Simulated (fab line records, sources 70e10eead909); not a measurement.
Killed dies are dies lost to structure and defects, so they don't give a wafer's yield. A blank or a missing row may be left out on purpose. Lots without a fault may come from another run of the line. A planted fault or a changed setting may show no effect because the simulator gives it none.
fab line records | flow nand_harc
record lots=24 wafers=72 last_day=33
route steps=1302 shown P_M2@339 P_BONDPAD@380 A_ZERO_WELL@404 A_ONON_D1@439 A_CHANNEL_HOLE_D1@477
lots that met no fault: from a run of the same line without faults
start_h: hours from the record's first day to the start of the lot's first wafer shown | wait_h: hours since the lot's step before | " the same as in the row above | L1.1+2: a row that stands for several wafers | - no value, or no start given | * or withheld: withheld | < > ~ a bound
route shown NAME@n: a module of which the file shows steps, and the number in the route of the first | usual: mean/standard deviation of fault-free wafers | same: alike in all rows | chamber/n: place in a boat | sites: the reading at each site | _std_site: their standard deviation | _edge_site: outer sites' mean less inner sites' | radius_mm: how far each site lies from the wafer's centre | mask NAME#n: copy n | behind: the tool/chamber that last shaped the wafer | hold: why the lot was held/for how many hours/how that ended | device: the transistor (n, p or np) that didn't switch | end of line: the same wafers' tests at the end of the route | a step without rows: its recipe alone | killed: dies lost to structure and defects at the first sort, not the wafer's yield | map: a wafer's dies, x killed, . not, _ none there
set.NAME: the setting as run; set.NAME@STEP: as run at that earlier step | model.NAME: the simulator's own value behind a step, which no gauge read
steps of the route over a sample of lots; a table a step, a row a wafer
services: from which hour (start_h, from the record's first day; less than 0 if before it) a tool's chamber was out of use, for how many hours, and why
## steps
# step NHARC_P_M2_PRE_CLEAN_30
# recipe time_s=30 temp_c=280 gas=H2/He
# usual heater_power_w=414/38
# columns lot.wafer tool chamber start_h wait_h heater_power_w
L074.1 pvd_sputter-02 - - - 443
L074.6 " - " " 442
L074.5 " - " " 358
L075.4 pvd_sputter-01 - - - 387
L075.5 " - " " 373
L075.6 " - " " 453
L076.4 pvd_sputter-01 - - - 374
L076.1 " - " " 360
L076.3 " - " " 451
L077.3 pvd_sputter-01 - - - 443
L077.5 " - " " 453
L077.6 " - " " 374
L078.4 pvd_sputter-02 - - - 363
L078.1 " - " " 421
L078.5 " - " " 442
L079.4 pvd_sputter-01 - - - 460
L079.3 " - " " 454
L079.6 " - " " 460
L080.1 pvd_sputter-01 - - - 453
L080.5 " - " " 360
L080.6 " - " " 457
L081.2 pvd_sputter-02 - - - 382
L081.1 " - " " 351
L081.5 " - " " 422
L082.1 pvd_sputter-03 - - - 453
L082.3 " - " " 371
L082.6 " - " " 458
L083.1 pvd_sputter-03 - - - 455
L083.3 " - " " 457
L083.4 " - " " 375
L084.1 pvd_sputter-03 - - - 442
L084.3 " - " " 375
L084.2 " - " " 434
L085.3 pvd_sputter-03 - - - 451
L085.6 " - " " 465
L085.5 " - " " 378
L086.2 pvd_sputter-03 - - - 442
L086.6 " - " " 463
L086.5 " - " " 445
L087.3 pvd_sputter-02 - - - 383
L087.4 " - " " 425
L087.5 " - " " 356
L088.2 pvd_sputter-01 - - - 442
L088.6 " - " " 440
L088.5 " - " " 376
L089.2 pvd_sputter-03 - - - 438
L089.1 " - " " 452
L089.4 " - " " 447
L090.4 pvd_sputter-03 - - - 377
L090.2 " - " " 436
L090.1 " - " " 453
L091.3 pvd_sputter-03 - - - 460
L091.2 " - " " 378
L091.4 " - " " 433
L092.3 pvd_sputter-01 - - - 414
L092.1 " - " " 387
L092.6 " - " " 440
L093.4 pvd_sputter-01 - - - 372
L093.6 " - " " 388
L093.5 " - " " 351
L094.2 pvd_sputter-01 - - - 434
L094.1 " - " " 432
L094.4 " - " " 353
L095.4 pvd_sputter-02 - - - 437
L095.3 " - " " 366
L095.1 " - " " 386
L096.1 pvd_sputter-01 - - - 427
L096.3 " - " " 378
L096.5 " - " " 377
L097.3 pvd_sputter-01 - - - 351
L097.4 " - " " 443
L097.5 " - " " 345
# step NHARC_P_M2_THK_MEAS_24
# recipe thk_meas_gauge=xrf
# usual thk_nm=144.2/1.6
# columns lot.wafer tool chamber start_h wait_h thk_nm
L074.1 film_metro-02 - 141.63 - 144.7
L074.5 " - " " 143.7
L074.6 " - " " 144.2
L075.4 film_metro-01 - 143.19 - 145.5
L075.5 " - " " 144.5
L075.6 " - " " 145.3
L076.1 film_metro-02 - 157.02 - 146.6
L076.3 " - " " 145.0
L076.4 " - " " 146.1
L077.3 film_metro-01 - 162.42 - 142.5
L077.5 " - " " 144.2
L077.6 " - " " 143.1
L078.1 film_metro-01 - 173.27 - 141.9
L078.4 " - " " 144.1
L078.5 " - " " 143.5
L079.3 film_metro-01 - 186.60 - 144.4
L079.4 " - " " 144.9
L079.6 " - " " 143.1
L080.1 film_metro-02 - 187.50 - 145.0
L080.5 " - " " 143.3
L080.6 " - " " 143.4
L081.1 film_metro-02 - 199.83 - 143.9
L081.2 " - " " 139.9
L081.5 " - " " 143.7
L082.1 film_metro-02 - 213.03 - 145.7
L082.3 " - " " 144.5
L082.6 " - " " 143.0
L083.1 film_metro-02 - 225.40 - 142.4
L083.3 " - " " 146.7
L083.4 " - " " 144.0
L084.1 film_metro-01 - 231.79 - 143.6
L084.2 " - " " 146.1
L084.3 " - " " 141.7
L085.3 film_metro-01 - 241.93 - 144.1
L085.5 " - " " 145.2
L085.6 " - " " 143.1
L086.2 film_metro-01 - 250.16 - 143.5
L086.5 " - " " 144.1
L086.6 " - " " 146.1
L087.3 film_metro-02 - 260.37 - 143.6
L087.4 " - " " 145.4
L087.5 " - " " 144.7
L088.2 film_metro-01 - 277.02 - 144.4
L088.5 " - " " 145.2
L088.6 " - " " 142.4
L089.1 film_metro-01 - 280.55 - 143.8
L089.2 " - " " 144.6
L089.4 " - " " 142.4
L090.1 film_metro-01 - 292.84 - 143.0
L090.2 " - " " 145.2
L090.4 " - " " 143.5
L091.2 film_metro-01 - 302.82 - 147.5
L091.3 " - " " 144.3
L091.4 " - " " 143.9
L092.1 film_metro-01 - 314.15 - 142.9
L092.3 " - " " 145.2
L092.6 " - " " 141.5
L093.4 film_metro-01 - 318.35 - 145.5
L093.5 " - " " 143.4
L093.6 " - " " 145.7
L094.1 film_metro-02 - 336.94 - 144.7
L094.2 " - " " 145.3
L094.4 " - " " 145.0
L095.1 film_metro-01 - 338.01 - 142.5
L095.3 " - " " 142.9
L095.4 " - " " 143.0
L096.1 film_metro-02 - 358.51 - 144.6
L096.3 " - " " 147.3
L096.5 " - " " 143.3
L097.3 film_metro-02 - 366.29 - 143.1
L097.4 " - " " 146.2
L097.5 " - " " 144.1
# step NHARC_P_BONDPAD_CMP_19
# recipe t_overpolish_s=30 cu_recess_touch_s=16 target_thk_nm=160.81
# usual motor_current_A=11.8/1.3 overpolish_run_s=30.000/0.0092
# columns lot.wafer tool chamber start_h wait_h motor_current_A overpolish_run_s
L074.1 cmp-03 0 145.94 - 13.4 29.983
L074.6 " 2 " " 12.1 29.997
L074.5 " 3 " " 9.3 29.981
L075.4 cmp-02 3 147.81 - 13.7 29.987
L075.5 " 1 " " 13.0 30.021
L075.6 " 2 " " 11.4 29.989
L076.4 cmp-01 1 161.32 - 11.0 30.006
L076.3 " 3 " " 10.9 30.014
L076.1 " 0 " " 13.2 29.979
L077.3 cmp-03 2 166.69 - 12.4 29.992
L077.6 " 3 " " 9.6 30.004
L077.5 " 0 " " 14.1 30.000
L078.1 cmp-02 0 177.72 - 10.7 30.011
L078.4 " 2 " " 11.5 30.010
L078.5 " 0 " " 10.3 29.987
L079.4 cmp-03 2 190.88 - 12.7 29.999
L079.3 " 0 " " 13.8 29.993
L079.6 " 2 " " 12.3 30.002
L080.1 cmp-03 0 191.75 - 13.4 30.012
L080.6 " 0 " " 13.4 30.009
L080.5 " 1 " " 10.5 29.993
L081.1 cmp-02 0 204.05 - 11.3 29.998
L081.2 " 3 " " 12.7 30.012
L081.5 " 0 " " 10.4 30.014
L082.3 cmp-02 0 217.21 - 10.8 30.004
L082.1 " 1 " " 13.3 29.994
L082.6 " 0 " " 10.7 29.999
L083.3 cmp-01 3 229.51 - 11.2 30.013
L083.4 " 0 " " 13.5 30.009
L083.1 " 1 " " 11.3 30.012
L084.2 cmp-01 3 235.95 - 11.3 30.000
L084.3 " 0 " " 13.7 30.000
L084.1 " 2 " " 10.5 30.000
L085.3 cmp-01 0 246.29 - 13.5 30.026
L085.6 " 0 " " 13.4 30.007
L085.5 " 1 " " 11.8 29.993
L086.2 cmp-02 2 254.27 - 11.4 30.004
L086.5 " 2 " " 12.0 29.996
L086.6 " 3 " " 13.2 30.004
L087.4 cmp-02 3 264.58 - 12.8 29.988
L087.3 " 1 " " 13.6 30.001
L087.5 " 3 " " 13.5 29.999
L088.2 cmp-02 2 281.36 - 12.1 30.014
L088.5 " 1 " " 13.0 30.003
L088.6 " 2 " " 12.0 29.998
L089.4 cmp-03 2 284.75 - 12.2 30.004
L089.2 " 3 " " 9.5 30.008
L089.1 " 0 " " 13.5 29.992
L090.1 cmp-03 1 297.02 - 10.5 30.002
L090.4 " 2 " " 12.6 30.001
L090.2 " 3 " " 9.5 29.997
L091.2 cmp-02 0 306.87 - 10.2 29.997
L091.3 " 2 " " 11.6 29.997
L091.4 " 3 " " 13.1 30.002
L092.3 cmp-03 2 318.28 - 12.6 30.006
L092.1 " 0 " " 13.3 29.984
L092.6 " 3 " " 9.8 30.004
L093.4 cmp-01 0 322.52 - 13.4 30.003
L093.6 " 3 " " 11.1 29.977
L093.5 " 0 " " 13.5 29.991
L094.1 cmp-02 1 341.26 - 13.7 29.998
L094.4 " 2 " " 11.7 30.016
L094.2 " 3 " " 13.0 29.990
L095.4 cmp-01 1 342.22 - 11.5 30.007
L095.1 " 3 " " 10.7 30.004
L095.3 " 0 " " 13.1 29.999
L096.1 cmp-03 1 362.55 - 10.3 30.001
L096.3 " 3 " " 9.1 30.002
L096.5 " 2 " " 12.6 30.000
L097.3 cmp-01 0 370.48 - 13.2 29.998
L097.4 " 1 " " 11.3 30.012
L097.5 " 0 " " 12.4 30.001
# step NHARC_A_ZERO_WELL_ETCH_19
# recipe target_depth_a=800 overetch_a=240 time_s=87.88 ion_energy_ev=200 n2_flow_sccm=150 h2_flow_sccm=150 ar_flow_sccm=0 rf_w=400 bias_w=150 chemistry=N2/H2
# usual drypump_motor_current_A=5.8/0.47 oes_product_au=1.001/0.0092 rf_vpp_V=430.4/2.4 showerhead_plenum_p_Torr=2.04/0.085 throttle_valve_pct=14.173/0.0091
# columns lot.wafer tool chamber start_h wait_h drypump_motor_current_A oes_product_au rf_hours_counter_h rf_vpp_V showerhead_plenum_p_Torr throttle_valve_pct
L074.1 rie_diel-11 1 148.11 0.1 5.9 0.994 9 429.4 2.03 14.168
L074.5 " 0 " " 5.9 1.005 - 426.9 1.92 14.171
L074.6 " 1 " " 5.9 0.990 - 430.7 2.04 14.168
L075.4 rie_diel-11 3 149.88 0.1 6.2 1.018 8 428.2 2.00 14.166
L075.6 " 3 " " 6.2 1.021 - 430.1 2.00 14.169
L075.5 " 0 " " 5.9 1.010 - 428.0 1.92 14.167
L076.1 rie_diel-05 3 163.47 0.1 6.6 1.000 2 430.4 2.05 14.164
L076.4 " 0 " " 5.7 0.997 2 432.7 2.18 14.166
L076.3 " 1 " " 5.8 1.005 2 433.6 2.14 14.164
L077.3 rie_diel-05 2 168.59 0.1 5.1 1.016 2 430.1 1.96 14.188
L077.6 " 1 " " 5.8 0.999 - 433.4 2.14 14.167
L077.5 " 2 " " 5.1 1.011 - 429.0 1.96 14.181
L078.1 rie_diel-05 2 179.84 0.1 5.1 1.006 3 429.1 1.96 14.182
L078.5 " 1 " " 5.8 1.002 - 433.3 2.14 14.185
L078.4 " 2 " " 5.1 1.011 - 428.4 1.96 14.181
L079.3 rie_diel-05 3 192.83 0.1 6.6 0.990 3 430.4 2.05 14.149
L079.4 " 2 " " 5.1 1.003 3 427.9 1.96 14.176
L079.6 " 0 " " 5.7 0.995 - 434.6 2.18 14.161
L080.1 rie_diel-06 3 193.89 0.1 5.9 0.983 20 430.8 2.04 14.168
L080.5 " 2 " " 6.6 0.992 - 430.0 2.01 14.160
L080.6 " 3 " " 5.9 0.985 - 430.7 2.04 14.174
L081.2 rie_diel-05 0 206.17 0.1 5.7 0.995 3 432.9 2.18 14.181
L081.1 " 1 " " 5.8 0.993 3 433.4 2.14 14.175
L081.5 " 2 " " 5.1 1.009 - 427.4 1.96 14.159
L082.1 rie_diel-05 1 219.32 0.1 5.8 1.006 4 433.0 2.14 14.186
L082.3 " 0 " " 5.7 0.992 4 434.9 2.18 14.176
L082.6 " 1 " " 5.8 1.008 - 433.4 2.14 14.193
L083.3 rie_diel-11 1 231.70 0.1 5.9 0.983 27 430.6 2.03 14.191
L083.4 " 2 " " 5.7 1.012 26 429.4 1.97 14.168
L083.1 " 0 " " 5.9 1.011 25 427.6 1.91 14.150
L084.3 rie_diel-11 2 238.07 0.1 5.7 1.013 26 429.8 1.97 14.175
L084.1 " 0 " " 5.9 1.000 26 426.4 1.91 14.185
L084.2 " 1 " " 5.9 0.988 27 429.2 2.03 14.177
L085.3 rie_diel-11 2 248.39 0.1 5.7 1.007 28 429.3 1.97 14.181
L085.6 " 2 " " 5.7 1.006 - 428.4 1.97 14.185
L085.5 " 3 " " 6.2 1.014 - 430.2 2.00 14.170
L086.2 rie_diel-05 0 256.29 0.1 5.7 1.003 1 434.4 2.18 14.153
L086.5 " 1 " " 5.8 1.002 - 432.5 2.14 14.173
L086.6 " 0 " " 5.7 1.000 - 434.9 2.17 14.173
L087.3 rie_diel-05 2 266.65 0.1 5.1 1.015 1 429.5 1.96 14.173
L087.4 " 0 " " 5.7 1.001 1 433.9 2.17 14.176
L087.5 " 3 " " 6.6 0.998 - 431.8 2.05 14.165
L088.2 rie_diel-05 1 283.42 0.1 5.8 1.000 1 432.4 2.14 14.165
L088.5 " 1 " " 5.8 1.005 - 433.9 2.14 14.171
L088.6 " 2 " " 5.1 1.011 - 428.3 1.96 14.182
L089.1 rie_diel-05 0 286.80 0.1 5.7 1.005 2 432.5 2.18 14.173
L089.2 " 1 " " 5.8 1.003 1 432.3 2.14 14.185
L089.4 " 3 " " 6.6 0.985 1 431.3 2.05 14.178
L090.4 rie_diel-05 1 299.00 0.1 5.8 0.990 1 433.7 2.14 14.171
L090.1 " 3 " " 6.6 0.984 2 429.6 2.05 14.158
L090.2 " 0 " " 5.7 1.004 2 433.4 2.17 14.183
L091.4 rie_diel-11 3 308.97 0.1 6.2 1.005 8 427.6 1.99 14.170
L091.2 " 0 " " 5.9 0.998 7 427.2 1.91 14.178
L091.3 " 2 " " 5.7 1.006 7 427.5 1.97 14.184
L092.3 rie_diel-05 3 320.38 0.1 6.6 1.001 2 430.7 2.05 14.178
L092.1 " 1 " " 5.8 0.997 2 434.8 2.14 14.181
L092.6 " 2 " " 5.1 0.997 - 427.2 1.96 14.181
L093.4 rie_diel-05 1 324.60 0.1 5.8 0.992 2 433.2 2.14 14.177
L093.5 " 3 " " 6.6 0.991 - 429.7 2.05 14.175
L093.6 " 0 " " 5.7 1.013 - 434.1 2.17 14.171
L094.4 rie_diel-05 1 343.36 0.1 5.8 0.987 3 433.3 2.14 14.154
L094.2 " 2 " " 5.1 1.003 3 427.7 1.96 14.173
L094.1 " 3 " " 6.6 0.996 3 430.8 2.05 14.160
L095.3 rie_diel-11 2 344.17 0.1 5.7 1.015 11 428.5 1.97 14.177
L095.1 " 3 " " 6.2 1.009 14 427.8 1.99 14.173
L095.4 " 1 " " 5.9 0.988 10 428.8 2.02 14.166
L096.1 rie_diel-05 3 364.66 0.1 6.6 0.986 3 430.6 2.05 14.179
L096.3 " 0 " " 5.7 0.995 3 434.1 2.17 14.175
L096.5 " 2 " " 5.1 1.003 - 428.6 1.96 14.174
L097.4 rie_diel-11 2 372.58 0.1 5.7 1.009 15 429.0 1.96 14.173
L097.3 " 3 " " 6.2 1.014 17 429.4 1.99 14.176
L097.5 " 2 " " 5.7 1.003 - 429.4 1.96 14.156
# step NHARC_A_ONON_D1_THK_MEAS_21
# recipe thk_meas_gauge=ellipsometry
# usual thk_nm=1003/9.4
# columns lot.wafer tool chamber start_h wait_h thk_nm
L075.4 film_metro-01 - 179.85 - 1008
L075.5 " - " " 1007
L075.6 " - " " 1004
L074.1 film_metro-02 - 179.85 - 1006
L074.5 " - " " 1005
L074.6 " - " " 1005
L077.3 film_metro-02 - 198.20 - 1008
L077.5 " - " " 1008
L077.6 " - " " 1007
L076.1 film_metro-01 - 198.20 - 1006
L076.3 " - " " 1004
L076.4 " - " " 1005
L078.1 film_metro-02 - 215.20 - 992
L078.4 " - " " 991
L078.5 " - " " 991
L079.3 film_metro-01 - 227.57 - 1008
L079.4 " - " " 1007
L079.6 " - " " 1007
L080.1 film_metro-02 - 227.57 - 998
L080.5 " - " " 996
L080.6 " - " " 998
L081.1 film_metro-01 - 248.50 - 987
L081.2 " - " " 987
L081.5 " - " " 990
L082.1 film_metro-01 - 254.09 - 1004
L082.3 " - " " 1006
L082.6 " - " " 1005
L083.1 film_metro-01 - 267.56 - 995
L083.3 " - " " 993
L083.4 " - " " 995
L084.1 film_metro-01 - 273.37 - 1027
L084.2 " - " " 1026
L084.3 " - " " 1027
L085.3 film_metro-01 - 284.63 - 1001
L085.5 " - " " 1002
L085.6 " - " " 1002
L086.2 film_metro-01 - 288.12 - 1002
L086.5 " - " " 1001
L086.6 " - " " 1001
L087.3 film_metro-02 - 299.17 - 1004
L087.4 " - " " 1006
L087.5 " - " " 1003
L088.2 film_metro-01 - 317.72 - 997
L088.5 " - " " 996
L088.6 " - " " 997
L089.1 film_metro-02 - 317.73 - 1013
L089.2 " - " " 1012
L089.4 " - " " 1013
L090.1 film_metro-02 - 333.41 - 1005
L090.2 " - " " 1006
L090.4 " - " " 1006
L091.2 film_metro-01 - 345.40 - 1010
L091.3 " - " " 1011
L091.4 " - " " 1009
L093.4 film_metro-02 - 354.54 - 1010
L093.5 " - " " 1010
L093.6 " - " " 1009
L092.1 film_metro-01 - 354.54 - 1009
L092.3 " - " " 1009
L092.6 " - " " 1008
L094.1 film_metro-01 - 377.27 - 1009
L094.2 " - " " 1009
L094.4 " - " " 1011
L095.1 film_metro-01 - 377.28 - 994
L095.3 " - " " 994
L095.4 " - " " 996
L096.1 film_metro-02 - 399.13 - 981
L096.3 " - " " 980
L096.5 " - " " 981
L097.3 film_metro-01 - 407.05 - 992
L097.4 " - " " 991
L097.5 " - " " 991
# step NHARC_A_CHANNEL_HOLE_D1_ETCH_25
# recipe bias_v=5000 source_w=withheld pressure_mtorr=20 time_s=1040.2 ar_flow_sccm=375 c4f8_flow_sccm=93.8 o2_flow_sccm=31.2 temp_c=-20 target_depth_a=15000 chemistry=C4F8/O2/Ar
# usual drypump_motor_current_A=6.2/0.35 he_backside_leak_sccm=5.9/0.97 showerhead_plenum_p_Torr=3.67/0.11 throttle_valve_pct=32.235/0.0092
# columns lot.wafer tool chamber start_h wait_h drypump_motor_current_A he_backside_leak_sccm rf_hours_counter_h showerhead_plenum_p_Torr throttle_valve_pct
L074.1 har_etch-02 1 191.19 0.6 6.8 5.5 305 3.76 32.232
L074.6 " 1 " " 6.8 5.8 - 3.76 32.253
L074.5 " 0 " " 5.9 7.3 - 3.51 32.226
L075.4 har_etch-01 1 191.23 0.7 6.0 5.0 - 3.73 32.233
L075.5 " 1 " " 6.0 5.5 - 3.73 32.232
L075.6 " 0 " " 6.2 5.2 - 3.73 32.235
L077.3 har_etch-02 0 210.42 0.7 5.9 7.1 - 3.50 32.229
L077.6 " 0 " " 5.9 7.0 - 3.50 32.243
L077.5 " 1 " " 6.8 6.0 - 3.75 32.228
L076.1 har_etch-01 1 210.63 0.7 6.0 5.1 106 3.72 32.234
L076.3 " 0 " " 6.2 5.2 - 3.72 32.229
L076.4 " 1 " " 6.0 4.9 - 3.72 32.244
L078.1 har_etch-01 1 224.64 0.6 6.0 5.2 110 3.72 32.235
L078.4 " 0 " " 6.2 5.4 - 3.72 32.228
L078.5 " 1 " " 6.0 5.7 - 3.72 32.235
L080.1 har_etch-01 1 238.82 0.7 6.0 5.2 118 3.71 32.237
L080.6 " 0 " " 6.2 5.6 - 3.71 32.238
L080.5 " 1 " " 6.0 5.5 - 3.71 32.228
L079.3 har_etch-02 0 240.33 1.4 5.9 7.3 - 3.49 32.226
L079.4 " 0 " " 5.9 7.2 - 3.49 32.226
L079.6 " 0 " " 5.8 7.3 - 3.49 32.248
L081.1 har_etch-02 0 260.66 0.6 5.8 7.2 347 3.49 32.246
L081.2 " 1 " " 6.8 5.9 332 3.74 32.242
L081.5 " 1 " " 6.8 6.3 - 3.74 32.237
L082.1 har_etch-01 0 263.95 0.7 6.2 5.2 133 3.71 32.235
L082.3 " 1 " " 6.0 5.0 - 3.71 32.231
L082.6 " 1 " " 6.0 4.7 - 3.71 32.234
L083.1 har_etch-02 1 278.29 0.6 6.8 5.9 347 3.73 32.230
L083.4 " 0 " " 5.8 7.5 - 3.48 32.245
L083.3 " 1 " " 6.8 6.2 - 3.73 32.242
L084.2 har_etch-01 1 282.53 0.6 6.0 5.0 148 3.70 32.242
L084.1 " 0 " " 6.2 5.5 148 3.70 32.225
L084.3 " 1 " " 6.0 5.4 - 3.70 32.226
L085.3 har_etch-01 0 296.36 0.7 6.2 5.5 - 3.70 32.240
L085.6 " 1 " " 6.0 5.3 - 3.70 32.227
L085.5 " 0 " " 6.2 5.3 - 3.70 32.246
L086.2 har_etch-02 1 297.65 0.6 6.8 6.2 355 3.73 32.244
L086.5 " 1 " " 6.8 6.2 - 3.73 32.241
L086.6 " 0 " " 5.8 7.7 - 3.48 32.232
L087.3 har_etch-01 0 308.73 0.7 6.2 5.5 - 3.69 32.250
L087.4 " 1 " " 6.0 5.6 - 3.69 32.241
L087.5 " 1 " " 6.0 5.7 - 3.69 32.244
L088.2 har_etch-01 0 331.38 0.6 6.1 5.6 175 3.68 32.250
L088.5 " 0 " " 6.2 5.7 - 3.68 32.238
L088.6 " 1 " " 6.0 5.3 - 3.68 32.206
L089.1 har_etch-02 1 332.47 0.6 6.8 6.0 378 3.72 32.247
L089.2 " 0 " " 5.8 7.7 393 3.46 32.242
L089.4 " 0 " " 5.8 7.8 - 3.46 32.237
L090.1 har_etch-01 1 343.47 0.6 6.0 5.3 183 3.68 32.229
L090.2 " 0 " " 6.2 5.6 183 3.68 32.243
L090.4 " 1 " " 6.0 5.6 - 3.68 32.235
L091.2 har_etch-02 1 359.06 0.6 6.8 11.2 393 3.71 32.229
L091.4 " 1 " " 6.8 6.4 - 3.71 32.243
L091.3 " 0 " " 5.8 7.6 - 3.46 32.224
L093.4 har_etch-02 0 366.64 0.7 5.9 7.5 - 3.45 32.219
L093.6 " 0 " " 5.9 7.7 - 3.45 32.238
L093.5 " 1 " " 6.8 6.2 - 3.71 32.226
L092.1 har_etch-01 1 368.00 0.7 6.0 6.0 198 3.67 32.233
L092.3 " 1 " " 6.0 5.7 - 3.67 32.228
L092.6 " 0 " " 6.1 5.8 - 3.67 32.246
L094.2 har_etch-02 0 396.90 0.6 5.9 4.7 3 3.93 32.229
L094.1 " 1 " " 6.8 4.9 3 3.70 32.221
L094.4 " 1 " " 6.8 5.0 - 3.70 32.235
L095.1 har_etch-01 0 398.05 0.6 6.2 5.7 217 3.66 32.227
L095.3 " 0 " " 6.2 5.6 - 3.66 32.239
L095.4 " 1 " " 6.0 5.5 - 3.66 32.228
L096.1 har_etch-01 0 409.63 0.7 6.2 5.9 224 3.66 32.218
L096.3 " 0 " " 6.2 5.9 - 3.66 32.257
L096.5 " 1 " " 6.0 5.7 - 3.66 32.228
L097.3 har_etch-02 0 421.92 0.7 5.8 4.6 - 3.92 32.230
L097.4 " 1 " " 6.8 4.9 - 3.69 32.242
L097.5 " 1 " " 6.8 5.1 - 3.69 32.240
## services
# columns tool chamber start_h hours kind
cmp-03 - 121.71 1.8 repair
cmp-02 - 134.51 4.0 pm
rie_diel-05 0 144.15 1.3 repair
cmp-02 - 153.67 2.4 repair
pvd_sputter-03 - 160.26 17.6 repair
cmp-03 - 162.00 4.0 pm
rie_diel-05 0 168.47 16.1 repair
cmp-03 - 196.80 2.9 repair
rie_diel-11 - 217.78 1.8 repair
pvd_sputter-01 - 226.00 10.0 pm
rie_diel-05 - 229.60 9.0 pm
cmp-02 - 232.51 4.0 pm
rie_diel-11 3 235.78 2.7 repair
rie_diel-11 - 255.52 9.0 pm
rie_diel-05 3 255.97 2.4 repair
cmp-02 - 268.92 1.8 repair
pvd_sputter-01 - 293.84 4.3 repair
pvd_sputter-01 - 301.41 1.6 repair
cmp-02 - 330.51 4.0 pm
cmp-02 - 371.88 0.8 repair
har_etch-02 - 377.00 17.0 pm
pvd_sputter-01 - 404.00 10.0 pm
rie_diel-05 - 406.60 9.0 pm
cmp-02 - 413.88 4.8 repair
## key
fault none
